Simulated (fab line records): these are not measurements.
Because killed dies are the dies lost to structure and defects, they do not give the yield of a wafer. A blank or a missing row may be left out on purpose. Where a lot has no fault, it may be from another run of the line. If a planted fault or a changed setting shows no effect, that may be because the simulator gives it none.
fab line records	flow nandHarc
[record] lots = 24	wafers = 72	lastDay = 33
route steps=1302 shown A_M0@1147 A_M1@1182 A_BONDPAD@1222
lots that met no fault: taken from a fault-free run of the same line
startH: hours from the record's first day to the start of the lot's first wafer shown	waitH: hours from the lot's prior step to this one	" same as the row above	L1.1+2: a row that stands for several wafers	- no value, or no start was given	* or withheld: withheld	< > ~ a bound
route shown NAME@n: NAME is a module with steps in the file, n the number in the route of the first one	usual: mean/standard deviation of fault-free wafers	same: alike in all rows	chamber/n: place in a boat	sites: per-site readings	_std_site: how widely they spread, as a standard deviation	_edge_site: the outer-site mean with the inner-site mean subtracted	radiusMm: for every site, how far away it sits from the centre of the wafer	mask NAME#n: copy n	behind: the last tool/chamber to shape the wafer	hold: why the lot was held/for how many hours/how that ended	device: whichever transistor did not switch (one of n, p or np)	end of line: the route-end tests of the same wafers	a step without rows: its recipe alone	killed: not the wafer's yield, but the dies lost to structure and defects at the first sort	map: the dies of a wafer, with x for killed, . for not killed, _ for no die there
set.NAME: the setting the step ran with; set.NAME@STEP: the setting that earlier step ran with	model.NAME: the simulator's own value behind a step, which no gauge read
steps of the route over a sample of lots; a table a step, a row a wafer
services: when a tool's chamber went out of use (startH, in hours from the record's first day, below 0 if earlier), for how many hours, and the reason
[[steps]]
[step NHARC_A_M0_CD_MEAS_09]
[recipe] targetCdNm = 80	landingEnergyEv = 500
[usual] cdNm = 80.1/0.64
lot.wafer	tool	chamber	startH	waitH	cdNm
L075.3	cdSem-02	0	536.78	-	80.2
L075.4	"	0	"	"	81.2
L075.5	"	0	"	"	80.6
L074.1	cdSem-01	0	537.41	-	80.2
L074.4	"	0	"	"	80.3
L074.6	"	0	"	"	81.4
L076.3	cdSem-03	0	542.81	-	79.2
L076.5	"	0	"	"	79.4
L076.6	"	0	"	"	79.3
L077.2	cdSem-02	0	577.95	-	80.7
L077.3	"	0	"	"	81.3
L077.4	"	0	"	"	81.5
L080.1	cdSem-03	0	581.08	-	79.4
L080.5	"	0	"	"	80.0
L080.6	"	0	"	"	80.8
L078.3	cdSem-03	0	583.42	-	79.7
L078.4	"	0	"	"	80.3
L078.6	"	0	"	"	79.7
L079.3	cdSem-01	0	587.22	-	80.2
L079.4	"	0	"	"	79.7
L079.5	"	0	"	"	79.6
L081.2	cdSem-02	0	589.31	-	79.3
L081.4	"	0	"	"	79.1
L081.5	"	0	"	"	80.0
L082.3	cdSem-03	0	606.59	-	79.9
L082.4	"	0	"	"	80.3
L082.6	"	0	"	"	80.2
L083.1	cdSem-03	0	607.10	-	80.4
L083.4	"	0	"	"	80.4
L083.5	"	0	"	"	80.3
L085.1	cdSem-01	0	622.20	-	78.7
L085.3	"	0	"	"	79.6
L085.4	"	0	"	"	79.4
L084.2	cdSem-01	0	628.38	-	79.9
L084.3	"	0	"	"	81.1
L084.5	"	0	"	"	79.7
L086.1	cdSem-03	0	641.80	-	80.2
L086.3	"	0	"	"	79.4
L086.4	"	0	"	"	80.4
L088.2	cdSem-02	0	659.13	-	81.1
L088.3	"	0	"	"	80.5
L088.6	"	0	"	"	80.6
L087.1	cdSem-02	0	660.39	-	79.2
L087.2	"	0	"	"	79.0
L087.4	"	0	"	"	79.7
L089.2	cdSem-03	0	665.28	-	80.5
L089.3	"	0	"	"	79.8
L089.6	"	0	"	"	79.0
L090.1	cdSem-03	0	671.78	-	80.1
L090.3	"	0	"	"	79.8
L090.5	"	0	"	"	80.5
L091.1	cdSem-02	0	710.87	-	80.8
L091.3	"	0	"	"	80.0
L091.6	"	0	"	"	80.1
L093.1	cdSem-02	0	720.76	-	81.3
L093.4	"	0	"	"	81.6
L093.5	"	0	"	"	81.6
L092.1	cdSem-02	0	721.97	-	79.7
L092.2	"	0	"	"	80.4
L092.3	"	0	"	"	79.9
L095.1	cdSem-03	0	730.79	-	80.7
L095.3	"	0	"	"	80.3
L095.5	"	0	"	"	79.9
L094.1	cdSem-01	0	734.99	-	79.9
L094.4	"	0	"	"	79.4
L094.6	"	0	"	"	79.2
L096.3	cdSem-02	0	738.26	-	79.3
L096.4	"	0	"	"	79.9
L096.5	"	0	"	"	79.6
L097.1	cdSem-02	0	757.79	-	81.4
L097.4	"	0	"	"	80.9
L097.5	"	0	"	"	80.9
[step NHARC_A_M0_DEP_32]
[recipe] targetThkA = 300	tempC = 370	targetThkNm = 30	pressureTorr = 3	flowSccm = 200	rfW = 450	material = SiCN
[usual] heaterPowerW = 584/89
lot.wafer	tool	chamber	startH	waitH	heaterPowerW
L075.3	pecvd-04	0	539.65	0.1	624
L075.4	"	2	"	"	597
L075.5	"	0	"	"	618
L074.1	pecvd-01	2	540.67	0.1	723
L074.6	"	1	"	"	685
L074.4	"	2	"	"	737
L076.3	pecvd-04	0	545.64	0.1	611
L076.5	"	0	"	"	619
L076.6	"	1	"	"	588
L077.3	pecvd-01	2	580.89	0.1	689
L077.2	"	0	"	"	685
L077.4	"	1	"	"	608
L080.1	pecvd-04	1	583.97	0.1	541
L080.6	"	0	"	"	542
L080.5	"	1	"	"	545
L078.3	pecvd-03	2	586.40	0.1	442
L078.4	"	1	"	"	459
L078.6	"	2	"	"	440
L079.3	pecvd-04	2	590.12	0.1	553
L079.4	"	2	"	"	561
L079.5	"	0	"	"	599
L081.2	pecvd-04	0	592.85	0.1	578
L081.5	"	1	"	"	590
L081.4	"	2	"	"	569
L082.3	pecvd-04	1	609.43	0.1	532
L082.6	"	1	"	"	550
L082.4	"	2	"	"	544
L083.1	pecvd-01	0	609.90	0.1	697
L083.4	"	1	"	"	659
L083.5	"	2	"	"	730
L085.3	pecvd-03	1	624.99	0.1	452
L085.1	"	0	"	"	485
L085.4	"	1	"	"	432
L084.3	pecvd-03	1	631.26	0.1	454
L084.2	"	2	"	"	457
L084.5	"	1	"	"	458
L086.1	pecvd-01	1	644.61	0.1	692
L086.3	"	0	"	"	768
L086.4	"	0	"	"	767
L088.3	pecvd-03	1	661.93	0.1	499
L088.2	"	2	"	"	491
L088.6	"	1	"	"	507
L087.2	pecvd-04	2	663.20	0.1	607
L087.1	"	1	"	"	601
L087.4	"	1	"	"	612
L089.2	pecvd-01	2	668.27	0.1	742
L089.3	"	1	"	"	640
L089.6	"	0	"	"	730
L090.1	pecvd-03	0	674.66	0.1	524
L090.3	"	1	"	"	427
L090.5	"	1	"	"	417
L091.1	pecvd-01	0	713.79	0.1	732
L091.3	"	1	"	"	635
L091.6	"	1	"	"	647
L093.1	pecvd-04	1	723.66	0.1	548
L093.5	"	2	"	"	561
L093.4	"	1	"	"	566
L092.3	pecvd-04	0	724.78	0.1	573
L092.2	"	1	"	"	617
L092.1	"	2	"	"	542
L095.3	pecvd-04	2	733.59	0.1	580
L095.1	"	0	"	"	592
L095.5	"	1	"	"	632
L094.1	pecvd-03	2	738.32	0.1	499
L094.4	"	1	"	"	509
L094.6	"	2	"	"	508
L096.3	pecvd-04	0	741.06	0.1	554
L096.4	"	0	"	"	564
L096.5	"	1	"	"	534
L097.1	pecvd-03	2	760.81	0.1	508
L097.4	"	2	"	"	523
L097.5	"	0	"	"	512
[step NHARC_A_M1_DESCUM_14]
[recipe] timeS = 3	o2FlowSccm = 200	arFlowSccm = 0	biasPowerW = 0	chemistry = O2
[usual] drypumpMotorCurrentA = 5.9/0.52	o2FlowSccm = 200.0/0.57	oesProductAu = 0.999/0.0069	rfVppV = 57.8/0.91	showerheadPlenumPTorr = 1.91/0.086	throttleValvePct = 11.312/0.009
lot.wafer	tool	chamber	startH	waitH	drypumpMotorCurrentA	o2FlowSccm	oesProductAu	rfHoursCounterH	rfVppV	showerheadPlenumPTorr	throttleValvePct
L075.4	rieDiel-04	1	540.98	0.1	5.7	199.5	1.008	0	56.6	1.85	11.309
L075.3	"	2	"	"	5.8	199.4	0.992	0	56.9	1.85	11.293
L075.5	"	2	"	"	5.8	200.0	0.992	-	56.0	1.85	11.315
L074.4	rieDiel-12	0	542.07	0.1	4.7	199.1	0.993	4.8	58.6	1.89	11.310
L074.1	"	2	"	"	6.5	198.9	0.996	6.1	56.4	2.02	11.323
L074.6	"	0	"	"	4.7	199.5	0.996	-	57.0	1.89	11.321
L076.3	rieDiel-10	0	546.92	0.1	6.2	200.2	1.001	3.4	57.3	1.88	11.318
L076.6	"	3	"	"	6.8	200.1	1.006	-	57.2	1.83	11.314
L076.5	"	0	"	"	6.2	199.6	0.996	-	57.8	1.88	11.302
L077.4	rieDiel-10	0	582.33	0.1	6.2	200.9	0.992	4.1	58.4	1.88	11.314
L077.3	"	1	"	"	5.0	199.7	1.012	3.8	57.3	2.04	11.324
L077.2	"	2	"	"	6.2	199.4	0.992	3.7	59.1	2.07	11.313
L080.1	rieDiel-12	2	585.36	0.1	6.5	200.5	1.004	8.2	57.9	2.02	11.319
L080.6	"	2	"	"	6.5	200.3	0.999	-	58.2	2.02	11.302
L080.5	"	3	"	"	5.9	199.4	1.003	-	57.4	1.90	11.314
L078.4	rieDiel-04	0	587.59	0.1	6.0	200.1	1.007	2.6	57.7	1.81	11.320
L078.3	"	3	"	"	5.5	199.4	1.000	2.2	58.0	1.83	11.313
L078.6	"	1	"	"	5.7	200.0	1.025	-	56.1	1.85	11.325
L079.4	rieDiel-12	3	591.55	0.1	5.9	199.9	1.006	8.6	57.5	1.90	11.323
L079.3	"	0	"	"	4.7	200.7	1.002	7.0	57.9	1.89	11.305
L079.5	"	3	"	"	5.9	200.5	1.008	-	57.6	1.90	11.313
L081.4	rieDiel-12	1	594.12	0.1	6.2	200.3	1.006	6.9	58.0	1.95	11.313
L081.2	"	0	"	"	4.7	199.7	0.999	7.0	58.3	1.89	11.315
L081.5	"	2	"	"	6.5	200.3	0.998	-	59.0	2.02	11.309
L082.3	rieDiel-04	3	610.82	0.1	5.5	201.2	0.990	3.8	56.9	1.83	11.309
L082.4	"	0	"	"	6.0	199.5	0.999	4.3	56.8	1.81	11.315
L082.6	"	0	"	"	6.0	199.2	0.992	-	58.3	1.81	11.317
L083.4	rieDiel-04	2	611.34	0.1	5.8	199.7	0.995	4.6	59.0	1.85	11.317
L083.1	"	3	"	"	5.5	199.3	0.996	3.9	57.2	1.83	11.320
L083.5	"	1	"	"	5.7	200.5	1.007	-	58.6	1.85	11.309
L085.3	rieDiel-04	2	626.43	0.1	5.8	200.0	0.997	5.0	57.0	1.85	11.316
L085.1	"	3	"	"	5.5	199.0	0.997	4.4	57.3	1.83	11.309
L085.4	"	0	"	"	6.0	199.8	1.000	4.9	57.0	1.81	11.316
L084.3	rieDiel-04	2	633.03	0.1	5.8	200.3	0.987	5.2	56.6	1.85	11.310
L084.2	"	0	"	"	6.0	199.3	0.993	5.1	58.7	1.81	11.308
L084.5	"	2	"	"	5.8	200.3	0.996	-	58.1	1.85	11.314
L086.1	rieDiel-10	3	645.93	0.1	6.7	199.9	0.993	1.1	56.2	1.83	11.324
L086.4	"	0	"	"	6.2	200.1	0.998	1.4	59.3	1.88	11.316
L086.3	"	1	"	"	5.1	199.3	0.995	1.4	58.7	2.04	11.319
L088.3	rieDiel-10	1	663.37	0.1	5.0	200.5	1.000	1.9	58.6	2.04	11.295
L088.2	"	2	"	"	6.2	199.5	0.988	1.9	58.3	2.07	11.306
L088.6	"	1	"	"	5.0	200.0	1.006	-	59.4	2.04	11.319
L087.2	rieDiel-12	2	664.51	0.1	6.5	200.7	0.996	2.8	57.5	2.02	11.304
L087.4	"	3	"	"	5.9	199.9	0.997	3.6	58.1	1.90	11.303
L087.1	"	0	"	"	4.7	199.9	1.010	3.4	58.4	1.89	11.327
L089.3	rieDiel-04	2	669.72	0.1	5.8	200.8	0.984	7.7	55.9	1.85	11.306
L089.2	"	3	"	"	5.5	200.6	0.989	4.9	59.1	1.83	11.300
L089.6	"	1	"	"	5.7	200.2	0.998	-	57.6	1.85	11.324
L090.1	rieDiel-10	1	676.06	0.1	5.0	199.1	1.004	2.3	58.0	2.04	11.329
L090.3	"	2	"	"	6.2	199.6	0.992	2.4	58.2	2.07	11.315
L090.5	"	0	"	"	6.2	199.5	1.004	-	57.1	1.88	11.320
L091.3	rieDiel-12	3	715.22	0.1	5.9	200.8	1.002	4.7	59.8	1.90	11.299
L091.1	"	0	"	"	4.7	199.4	1.002	4.5	56.7	1.89	11.326
L091.6	"	2	"	"	6.5	199.6	0.997	-	57.6	2.02	11.323
L093.1	rieDiel-12	2	725.00	0.1	6.5	200.4	0.999	4.8	58.0	2.02	11.311
L093.4	"	1	"	"	6.2	199.4	0.996	4.5	59.1	1.94	11.311
L093.5	"	3	"	"	5.9	199.2	1.000	-	57.1	1.90	11.320
L092.3	rieDiel-12	2	726.26	0.1	6.5	199.7	0.991	4.9	58.5	2.02	11.315
L092.1	"	3	"	"	5.9	199.9	0.999	4.9	58.8	1.90	11.305
L092.2	"	1	"	"	6.2	200.3	0.994	4.6	57.9	1.94	11.305
L095.1	rieDiel-10	3	735.03	0.1	6.7	200.2	0.999	3.5	55.3	1.83	11.312
L095.3	"	1	"	"	5.0	200.2	1.004	3.7	57.7	2.04	11.311
L095.5	"	2	"	"	6.2	200.1	1.003	-	58.0	2.06	11.301
L094.1	rieDiel-04	2	739.56	0.1	5.8	200.6	0.990	1.8	56.4	1.85	11.305
L094.4	"	3	"	"	5.5	200.1	0.990	1.8	57.1	1.82	11.306
L094.6	"	1	"	"	5.7	199.2	1.003	-	58.3	1.85	11.313
L096.3	rieDiel-10	0	742.51	0.1	6.2	199.7	1.003	3.8	57.3	1.88	11.301
L096.4	"	1	"	"	5.0	199.4	1.007	3.8	59.1	2.04	11.307
L096.5	"	3	"	"	6.7	199.6	1.008	-	58.3	1.83	11.311
L097.4	rieDiel-10	3	762.09	0.1	6.7	200.8	0.997	4.3	59.1	1.83	11.311
L097.1	"	0	"	"	6.2	200.2	1.003	4.5	57.6	1.88	11.312
L097.5	"	1	"	"	5.0	200.8	0.996	-	56.4	2.04	11.323
[step NHARC_A_M1_PVD_21]
[recipe] targetThkA = 300	chamberPressurePa = 5	powerW = 5000	substrateTempC = 30	timeS = 20.49	material = Cu
[usual] throttleValvePct = 30.3/0.94
lot.wafer	tool	chamber	startH	waitH	throttleValvePct
L075.4	pvdSputter-01	-	-	-	29.9
L075.3	"	-	"	"	30.7
L075.5	"	-	"	"	30.1
L074.4	pvdSputter-02	-	-	-	30.2
L074.1	"	-	"	"	31.5
L074.6	"	-	"	"	30.9
L076.3	pvdSputter-01	-	-	-	30.3
L076.6	"	-	"	"	30.1
L076.5	"	-	"	"	30.4
L077.3	pvdSputter-02	-	-	-	30.3
L077.2	"	-	"	"	30.9
L077.4	"	-	"	"	31.2
L080.1	pvdSputter-02	-	-	-	31.6
L080.6	"	-	"	"	30.5
L080.5	"	-	"	"	31.0
L078.3	pvdSputter-02	-	-	-	31.8
L078.4	"	-	"	"	30.9
L078.6	"	-	"	"	31.2
L079.3	pvdSputter-01	-	-	-	29.9
L079.4	"	-	"	"	29.3
L079.5	"	-	"	"	30.0
L081.4	pvdSputter-03	-	-	-	29.8
L081.2	"	-	"	"	28.6
L081.5	"	-	"	"	28.7
L082.4	pvdSputter-02	-	-	-	31.9
L082.3	"	-	"	"	31.4
L082.6	"	-	"	"	30.6
L083.4	pvdSputter-01	-	-	-	29.8
L083.1	"	-	"	"	29.4
L083.5	"	-	"	"	28.7
L085.4	pvdSputter-01	-	-	-	29.9
L085.3	"	-	"	"	29.3
L085.1	"	-	"	"	28.6
L084.3	pvdSputter-02	-	-	-	31.6
L084.2	"	-	"	"	31.9
L084.5	"	-	"	"	31.1
L086.4	pvdSputter-03	-	-	-	29.5
L086.3	"	-	"	"	29.1
L086.1	"	-	"	"	29.8
L088.2	pvdSputter-02	-	-	-	32.2
L088.3	"	-	"	"	29.8
L088.6	"	-	"	"	32.4
L087.1	pvdSputter-01	-	-	-	30.4
L087.2	"	-	"	"	28.9
L087.4	"	-	"	"	29.7
L089.3	pvdSputter-02	-	-	-	30.8
L089.2	"	-	"	"	30.0
L089.6	"	-	"	"	30.1
L090.1	pvdSputter-02	-	-	-	30.1
L090.3	"	-	"	"	32.2
L090.5	"	-	"	"	30.8
L091.1	pvdSputter-02	-	-	-	29.9
L091.3	"	-	"	"	32.3
L091.6	"	-	"	"	30.8
L093.4	pvdSputter-01	-	-	-	29.7
L093.1	"	-	"	"	28.6
L093.5	"	-	"	"	29.3
L092.1	pvdSputter-03	-	-	-	30.2
L092.2	"	-	"	"	29.4
L092.3	"	-	"	"	28.8
L095.3	pvdSputter-02	-	-	-	32.3
L095.1	"	-	"	"	30.8
L095.5	"	-	"	"	30.3
L094.1	pvdSputter-01	-	-	-	29.1
L094.4	"	-	"	"	30.0
L094.6	"	-	"	"	28.9
L096.4	pvdSputter-01	-	-	-	30.7
L096.3	"	-	"	"	29.1
L096.5	"	-	"	"	30.4
L097.1	pvdSputter-03	-	-	-	30.4
L097.4	"	-	"	"	29.6
L097.5	"	-	"	"	30.5
[step NHARC_A_M1_ANNEAL_31]
[recipe] tempC = 225	timeS = 90
[usual] annealTempCMax = 226.4/0.43	wafer_temp_C_max = 226.5/0.38
lot.wafer	tool	chamber	startH	waitH	annealTempCMax	wafer_temp_C_max
L075.3	rtpAnneal-01	0	542.84	-	226.8	226.3
L075.4	"	0	"	"	226.3	227.0
L075.5	"	0	"	"	227.3	226.4
L074.1	rtpAnneal-02	0	543.82	-	226.2	225.9
L074.4	"	0	"	"	226.4	226.3
L074.6	"	0	"	"	225.8	226.0
L076.3	rtpAnneal-01	0	548.81	0.3	226.6	226.3
L076.5	"	0	"	"	226.4	226.1
L076.6	"	0	"	"	226.4	226.8
L077.2	rtpAnneal-02	0	584.12	-	226.0	226.2
L077.3	"	0	"	"	225.9	226.3
L077.4	"	0	"	"	225.7	226.0
L080.1	rtpAnneal-01	0	587.12	0.3	226.7	226.8
L080.5	"	0	"	"	226.1	227.5
L080.6	"	0	"	"	226.8	226.6
L078.3	rtpAnneal-01	0	589.57	0.4	226.8	226.5
L078.4	"	0	"	"	227.4	227.1
L078.6	"	0	"	"	226.6	226.6
L079.3	rtpAnneal-01	0	593.41	0.3	226.6	226.5
L079.4	"	0	"	"	226.6	226.5
L079.5	"	0	"	"	226.6	226.4
L081.2	rtpAnneal-02	0	595.92	-	225.5	226.5
L081.4	"	0	"	"	225.6	226.7
L081.5	"	0	"	"	225.9	225.9
L082.3	rtpAnneal-01	0	612.68	0.3	227.2	226.1
L082.4	"	0	"	"	226.9	226.4
L082.6	"	0	"	"	226.3	227.4
L083.1	rtpAnneal-01	0	613.09	-	226.9	226.5
L083.4	"	0	"	"	226.6	226.6
L083.5	"	0	"	"	226.4	226.4
L085.1	rtpAnneal-01	0	628.18	-	226.7	226.2
L085.3	"	0	"	"	226.1	226.0
L085.4	"	0	"	"	226.7	226.3
L084.2	rtpAnneal-01	0	634.93	-	226.1	226.3
L084.3	"	0	"	"	226.6	226.8
L084.5	"	0	"	"	227.0	226.9
L086.1	rtpAnneal-02	0	647.82	0.3	225.9	226.3
L086.3	"	0	"	"	226.1	226.2
L086.4	"	0	"	"	226.1	226.2
L088.2	rtpAnneal-02	0	665.17	-	226.3	226.5
L088.3	"	0	"	"	226.1	225.7
L088.6	"	0	"	"	226.3	225.8
L087.1	rtpAnneal-01	0	666.27	0.3	226.5	226.6
L087.2	"	0	"	"	226.2	226.3
L087.4	"	0	"	"	226.3	226.5
L089.2	rtpAnneal-01	0	671.52	-	226.9	226.8
L089.3	"	0	"	"	226.5	226.8
L089.6	"	0	"	"	227.0	226.5
L090.1	rtpAnneal-02	0	677.87	-	225.9	225.9
L090.3	"	0	"	"	226.0	226.4
L090.5	"	0	"	"	226.2	226.0
L091.1	rtpAnneal-01	0	716.97	0.3	227.0	226.6
L091.3	"	0	"	"	226.8	226.8
L091.6	"	0	"	"	227.0	226.8
L093.1	rtpAnneal-02	0	726.76	0.3	225.6	226.2
L093.4	"	0	"	"	225.8	225.9
L093.5	"	0	"	"	225.9	226.6
L092.1	rtpAnneal-02	0	728.07	0.3	226.3	225.9
L092.2	"	0	"	"	225.8	225.9
L092.3	"	0	"	"	225.8	225.9
L095.1	rtpAnneal-02	0	736.79	0.3	226.7	226.0
L095.3	"	0	"	"	226.5	225.9
L095.5	"	0	"	"	226.2	225.9
L094.1	rtpAnneal-01	0	741.31	-	227.0	226.7
L094.4	"	0	"	"	226.4	226.7
L094.6	"	0	"	"	226.6	226.6
L096.3	rtpAnneal-01	0	744.36	-	226.2	226.1
L096.4	"	0	"	"	226.3	227.3
L096.5	"	0	"	"	226.2	226.7
L097.1	rtpAnneal-02	0	763.83	0.3	225.8	226.0
L097.4	"	0	"	"	225.7	226.5
L097.5	"	0	"	"	226.2	226.2
[step NHARC_A_BONDPAD_STRIP_15]
[recipe] o2FlowSccm = 500	arFlowSccm = 0	biasW = 0	chemistry = O2
[usual] drypumpMotorCurrentA = 5.8/0.48	o2FlowSccm = 500.2/1.6	oesProductAu = 0.999/0.007	rfVppV = 57.7/0.94	showerheadPlenumPTorr = 3.50/0.12	throttleValvePct = 17.036/0.009
lot.wafer	tool	chamber	startH	waitH	drypumpMotorCurrentA	o2FlowSccm	oesProductAu	rfHoursCounterH	rfVppV	showerheadPlenumPTorr	throttleValvePct
L075.4	rieDiel-09	0	546.21	0.1	6.1	498.3	0.989	15	58.9	3.54	17.034
L075.3	"	1	"	"	5.5	499.4	1.001	11	58.4	3.52	17.034
L075.5	"	3	"	"	5.5	499.4	1.005	-	58.2	3.50	17.047
L074.1	rieDiel-09	1	547.40	0.1	5.5	500.9	0.997	11	56.8	3.52	17.022
L074.4	"	3	"	"	5.6	498.1	0.995	17	55.6	3.50	17.029
L074.6	"	1	"	"	5.5	500.8	1.001	-	58.2	3.52	17.038
L076.3	rieDiel-09	0	552.24	0.1	6.1	500.2	0.987	16	57.2	3.54	17.030
L076.5	"	0	"	"	6.1	500.4	0.982	-	57.6	3.54	17.042
L076.6	"	1	"	"	5.5	500.0	0.987	-	57.9	3.52	17.030
L077.4	rieDiel-02	0	587.48	0.1	6.0	500.2	0.996	0	57.0	3.61	17.035
L077.3	"	1	"	"	6.9	498.5	1.004	0	59.0	3.70	17.027
L077.2	"	2	"	"	5.2	499.4	1.000	0	57.6	3.41	17.033
L080.1	rieDiel-02	1	590.47	0.1	6.8	501.0	0.995	1	57.3	3.70	17.036
L080.5	"	1	"	"	6.8	498.8	1.002	-	58.5	3.70	17.055
L080.6	"	2	"	"	5.2	502.6	1.010	-	58.4	3.41	17.032
L078.4	rieDiel-13	2	592.83	0.1	6.0	497.8	0.991	11	57.5	3.63	17.050
L078.3	"	0	"	"	5.7	500.8	1.003	12	55.6	3.48	17.023
L078.6	"	2	"	"	6.0	496.4	0.990	-	58.2	3.63	17.033
L079.4	rieDiel-02	2	596.65	0.1	5.2	497.8	1.006	1	57.6	3.41	17.045
L079.3	"	1	"	"	6.8	498.6	0.996	1	58.2	3.70	17.046
L079.5	"	2	"	"	5.2	499.9	0.994	-	59.1	3.41	17.028
L081.4	rieDiel-02	2	599.24	0.1	5.2	501.4	1.009	1	57.1	3.41	17.034
L081.2	"	3	"	"	5.6	500.0	1.007	1	57.1	3.34	17.035
L081.5	"	3	"	"	5.6	500.0	0.999	-	57.8	3.34	17.024
L082.4	rieDiel-13	0	615.82	0.1	5.7	501.9	0.991	17	57.1	3.47	17.043
L082.3	"	1	"	"	5.4	498.3	1.004	18	58.0	3.43	17.037
L082.6	"	2	"	"	6.1	500.9	1.000	-	58.1	3.62	17.037
L083.4	rieDiel-13	0	616.49	0.1	5.7	498.8	1.003	17	58.8	3.47	17.038
L083.1	"	1	"	"	5.4	498.6	0.997	18	58.8	3.43	17.016
L083.5	"	1	"	"	5.4	501.2	0.992	-	57.3	3.43	17.045
L085.4	rieDiel-13	0	631.41	0.1	5.7	501.0	0.998	21	55.5	3.47	17.043
L085.1	"	1	"	"	5.4	498.8	1.009	21	57.8	3.43	17.043
L085.3	"	2	"	"	6.0	501.2	0.994	18	57.1	3.62	17.021
L084.2	rieDiel-13	1	638.53	0.1	5.4	501.2	1.007	21	58.2	3.43	17.034
L084.3	"	2	"	"	6.0	497.6	1.000	18	58.3	3.62	17.036
L084.5	"	1	"	"	5.4	501.0	1.011	-	57.6	3.43	17.048
L086.4	rieDiel-02	2	651.17	0.1	5.2	499.2	1.007	3	56.6	3.41	17.048
L086.3	"	3	"	"	5.6	501.8	1.007	3	57.4	3.34	17.040
L086.1	"	1	"	"	6.8	499.8	0.998	3	58.3	3.70	17.033
L088.3	rieDiel-02	2	668.46	0.1	5.2	500.2	1.007	3	57.4	3.41	17.058
L088.2	"	0	"	"	6.0	500.6	1.001	2	56.7	3.61	17.028
L088.6	"	2	"	"	5.2	501.5	1.001	-	59.1	3.41	17.031
L087.1	rieDiel-02	2	669.62	0.1	5.2	504.1	1.003	3	57.9	3.40	17.042
L087.4	"	3	"	"	5.6	500.5	1.000	3	57.8	3.34	17.038
L087.2	"	0	"	"	6.0	498.7	0.993	2	58.1	3.61	17.050
L089.2	rieDiel-13	1	674.69	0.1	5.4	500.2	1.005	27	56.3	3.42	17.024
L089.3	"	3	"	"	5.4	501.4	0.997	24	56.9	3.52	17.037
L089.6	"	2	"	"	6.1	502.9	0.998	-	58.8	3.62	17.039
L090.1	rieDiel-02	3	681.22	0.1	5.6	500.3	0.993	3	58.0	3.34	17.037
L090.3	"	1	"	"	6.8	500.9	0.991	4	56.8	3.70	17.031
L090.5	"	3	"	"	5.6	499.7	0.995	-	56.9	3.34	17.032
L091.3	rieDiel-02	1	720.34	0.1	6.8	500.8	1.000	4	59.5	3.70	17.024
L091.1	"	2	"	"	5.2	502.4	1.004	4	57.1	3.40	17.045
L091.6	"	1	"	"	6.8	502.3	1.009	-	59.1	3.70	17.036
L093.1	rieDiel-13	1	729.99	0.1	5.4	496.3	0.993	3	56.1	3.42	17.034
L093.4	"	2	"	"	6.0	499.4	0.995	3	57.1	3.61	17.031
L093.5	"	2	"	"	6.0	501.1	0.986	-	57.3	3.61	17.024
L092.2	rieDiel-02	0	731.40	0.1	6.0	502.7	1.003	4	57.5	3.60	17.027
L092.1	"	1	"	"	6.8	501.1	1.001	5	58.3	3.70	17.027
L092.3	"	3	"	"	5.6	499.0	0.999	5	56.5	3.33	17.047
L095.3	rieDiel-13	3	740.11	0.1	5.4	498.3	0.997	5	58.7	3.51	17.047
L095.1	"	0	"	"	5.7	499.4	0.987	5	56.5	3.46	17.037
L095.5	"	1	"	"	5.4	501.6	1.010	-	57.8	3.42	17.032
L094.1	rieDiel-02	0	744.65	0.1	6.0	500.4	0.994	5	59.4	3.61	17.042
L094.6	"	1	"	"	6.8	501.0	0.993	-	59.2	3.70	17.022
L094.4	"	3	"	"	5.6	497.6	0.998	-	56.1	3.33	17.035
L096.3	rieDiel-13	3	747.70	0.1	5.4	498.3	0.992	7	58.3	3.51	17.024
L096.4	"	2	"	"	6.0	498.9	0.980	6	58.3	3.61	17.033
L096.5	"	3	"	"	5.4	501.2	0.985	-	59.6	3.51	17.039
L097.1	rieDiel-02	1	767.22	0.1	6.8	498.5	1.009	1	58.3	3.70	17.024
L097.5	"	3	"	"	5.5	498.8	0.992	-	57.1	3.33	17.025
L097.4	"	0	"	"	6.0	502.8	0.989	-	57.9	3.60	17.055
[[services]]
tool	chamber	startH	hours	kind
pvdSputter-02	-	520.14	3.2	repair
rieDiel-13	-	526.35	9.0	pm
rieDiel-12	1	528.96	4.9	repair
rieDiel-04	1	530.65	3.1	repair
pvdSputter-01	-	531.79	2.0	repair
rieDiel-04	-	531.90	9.0	pm
pvdSputter-01	-	559.06	1.4	repair
rieDiel-04	3	561.24	5.2	repair
rieDiel-13	3	562.61	3.0	repair
rieDiel-13	2	569.99	3.3	repair
rieDiel-02	-	570.70	9.0	pm
pvdSputter-01	-	582.00	10.0	pm
rieDiel-10	3	595.31	17.3	repair
rieDiel-10	-	598.02	9.0	pm
rieDiel-02	0	602.97	21.4	repair
pecvd-04	-	631.51	13.0	pm
pvdSputter-02	-	638.00	10.0	pm
rieDiel-02	-	645.85	0.9	repair
rieDiel-13	-	703.35	9.0	pm
pvdSputter-02	-	709.67	4.8	repair
rtpAnneal-02	-	744.17	12.0	pm
rieDiel-02	-	747.70	9.0	pm
pecvd-04	-	758.19	2.8	repair
pvdSputter-01	-	760.00	10.0	pm
[[key]]
fault none
